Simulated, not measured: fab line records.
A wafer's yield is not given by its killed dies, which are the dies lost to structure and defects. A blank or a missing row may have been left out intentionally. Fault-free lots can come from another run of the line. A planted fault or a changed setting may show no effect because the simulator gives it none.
A struck lot beside a sound one | flow n5_finfet | 16 steps out of a route of 1938
Sound: wafers L811.2, L811.5, L811.6. Struck: wafers L814.1, L814.4 (left out: L814.2, a lot-mate that was not struck); the cause follows at the end.
Each step with rows lists, per side, the tool, then ch with its chambers, then its first start. Under that, the readings that differ: sound wafers | struck wafers | difference of the means | sigmas: that difference in standard deviations of wafers without a fault.
alike: words and numbers the same on both sides, and readings whose means are apart by under 2 such deviations; not compared: readings that were withheld, readings missing a value for some wafer, numbers with overlapping values and no deviation given by the record, and bounds like >300 which may hide the same value.
Wherever a step has rows on one side only, a row that says differs or no value, or a row with sigmas, the two part there. Numbers that don't overlap but have no deviation are shown without sigmas and don't part them. A reading that every wafer of one side lacks parts them only if that side has two wafers or more.

N5_BEOL_M4_SPUTTER_90: material Cu, target thk 4.5 nm, time 8.29 s.
  sound on pvd_sputter-02 at day 9 06:04; struck on pvd_sputter-02 at day 10 15:05
  alike: chamber_pressure_pa, throttle_valve_pct
N5_BEOL_M4_ANNEAL_91: time 240 s.
  sound on pvd_sputter-02 at day 9 06:09; struck on pvd_sputter-02 at day 10 15:10
  alike: heater_power_w
then, 2 steps without rows for these wafers: N5_BEOL_M4_SPUTTER_92 (material Cu, target thk 4.5 nm, time 8.29 s); N5_BEOL_M4_ANNEAL_93 (time 240 s).
N5_BEOL_M4_SPUTTER_94: material Cu, target thk 4.5 nm, time 8.29 s.
  sound on pvd_sputter-02 at day 9 06:31; struck on pvd_sputter-02 at day 10 15:31
  alike: chamber_pressure_pa, throttle_valve_pct
N5_BEOL_M4_ANNEAL_95: time 240 s.
  sound on pvd_sputter-02 at day 9 06:35; struck on pvd_sputter-02 at day 10 15:36
  alike: heater_power_w
then, 4 steps without rows for these wafers: N5_BEOL_M4_SPUTTER_96 (material Cu, target thk 4.5 nm, time 8.29 s); N5_BEOL_M4_ECD_50 (material Cu, target thk 300 nm); N5_BEOL_M4_ANNEAL_51 (time 90 s); N5_BEOL_M4_CMP_52 (polishes, stops on SiOC, t overpolish 6.8 s, target thk 40 nm).
N5_BEOL_M4_THK_MEAS_53: measures by xrf.
  sound on film_metro-02 at day 9 07:31; struck on film_metro-02 at day 10 16:32
  alike: M4_THK
N5_BEOL_M4_PRE_CLEAN_60: time 15 s.
  sound on cvd_co-02 ch 0,1, day 9 07:33; struck on cvd_co-02 ch 2, day 10 16:34
  alike: heater_power_w
N5_BEOL_M4_CO_CAP_55: material Co, precursor CCTBA/H2, target thk 2 nm, time 102.1 s.
  sound on cvd_co-02 ch 0,1, day 9 07:37; struck on cvd_co-02 ch 2, day 10 16:37
  reading                                   | sound             | struck      | difference | sigmas
  run_length_s (s)                          | 125.4 125.7 125.0 | 179.8 180.1 | +54.6      | +99 or more
  model.Co_of_BEOL_M4_CO_CAP_55.thk_nm (nm) | 2 2 1.8           | 3 3         | +1         |
  alike: heater_power_w
then, 1 step without rows for these wafers: N5_BEOL_M4_PRE_CLEAN_56 (time 15 s).
N5_BEOL_M4_RC_MEAS_101:
  sound on prober-02 ch 0, day 9 08:02; struck on prober-01 ch 0, day 10 16:50
  alike: DIBL_N, DIBL_P, IOFF_N, IOFF_P, ION_N, ION_P, SS_N, SS_P, VT_N, VT_P
N5_PASSIVATION_PROBE_49:
  the record holds rows for the sound wafers here (prober-01, day 14 00:17) but none for the struck ones

WHERE THEY PART
Last at N5_PASSIVATION_PROBE_49 as far as this record goes, first at N5_BEOL_M4_CO_CAP_55.

WHY: the cause the simulator had injected
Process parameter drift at N5_BEOL_M4_CO_CAP_55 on cvd_co-02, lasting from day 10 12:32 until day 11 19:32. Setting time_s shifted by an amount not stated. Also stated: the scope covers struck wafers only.
